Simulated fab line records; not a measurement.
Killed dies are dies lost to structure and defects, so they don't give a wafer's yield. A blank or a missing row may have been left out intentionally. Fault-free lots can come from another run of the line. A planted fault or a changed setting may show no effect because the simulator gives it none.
Matching of chambers / flow nandHarc / 3 sister chambers for NHARC_A_STAIRCASE_DEP_325 on pecvd-01
The step deposits SiO2, target thk 7200 nm. 6 wafers are shown with their chamber, then 8 later ones without.

== WAFERS PAIRED WITH THEIR CHAMBERS ==
wafer=L079.5; chamber=1; heaterPowerW (W)=723; heaterPowerOuterW (W)=411
wafer=L083.2; chamber=1; heaterPowerW (W)=893; heaterPowerOuterW (W)=533
wafer=L088.3; chamber=2; heaterPowerW (W)=769; heaterPowerOuterW (W)=441
wafer=L088.4; chamber=0; heaterPowerW (W)=525; heaterPowerOuterW (W)=348
wafer=L088.6; chamber=2; heaterPowerW (W)=751; heaterPowerOuterW (W)=414
wafer=L091.1; chamber=0; heaterPowerW (W)=645; heaterPowerOuterW (W)=407

== WAFERS WITHOUT THEIR CHAMBER ==
wafer=L091.3; heaterPowerW (W)=884; heaterPowerOuterW (W)=538
wafer=L091.4; heaterPowerW (W)=742; heaterPowerOuterW (W)=426
wafer=L092.2; heaterPowerW (W)=818; heaterPowerOuterW (W)=486
wafer=L092.4; heaterPowerW (W)=541; heaterPowerOuterW (W)=333
wafer=L092.6; heaterPowerW (W)=742; heaterPowerOuterW (W)=422
wafer=L097.1; heaterPowerW (W)=907; heaterPowerOuterW (W)=548
wafer=L097.2; heaterPowerW (W)=806; heaterPowerOuterW (W)=466
wafer=L097.6; heaterPowerW (W)=727; heaterPowerOuterW (W)=401

== EACH ONE'S CHAMBER ==
wafer=L091.3; from the rows above=can't be placed: 1 or 2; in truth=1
wafer=L091.4; from the rows above=can't be placed: 2 or 1 or 0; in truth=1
wafer=L092.2; from the rows above=can't be placed: 1 or 2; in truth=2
wafer=L092.4; from the rows above=0; in truth=0
wafer=L092.6; from the rows above=can't be placed: 2 or 1 or 0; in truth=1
wafer=L097.1; from the rows above=can't be placed: 1 or 2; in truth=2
wafer=L097.2; from the rows above=can't be placed: 1 or 2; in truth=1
wafer=L097.6; from the rows above=can't be placed: 2 or 1 or 0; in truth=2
1 of 8 placed correctly. These rows do not allow placing 7 (true chamber among the candidates in 7). Placed wrongly: 0.
How it was worked out, from the rows above alone: a wafer's distance from a chamber is the root of the sum, over the readings, of the square of ((its reading less the chamber's mean) divided by the reading's scatter). If the next closest chamber is less than 2 further off than the closest, the wafer can't be placed; otherwise it belongs to the closest. For every chamber, the mean is computed from those of its wafers that are shown. The scatter: the root of (the sum of the squares of (reading less its chamber's mean) over the shown wafers, divided by (wafers less chambers)).
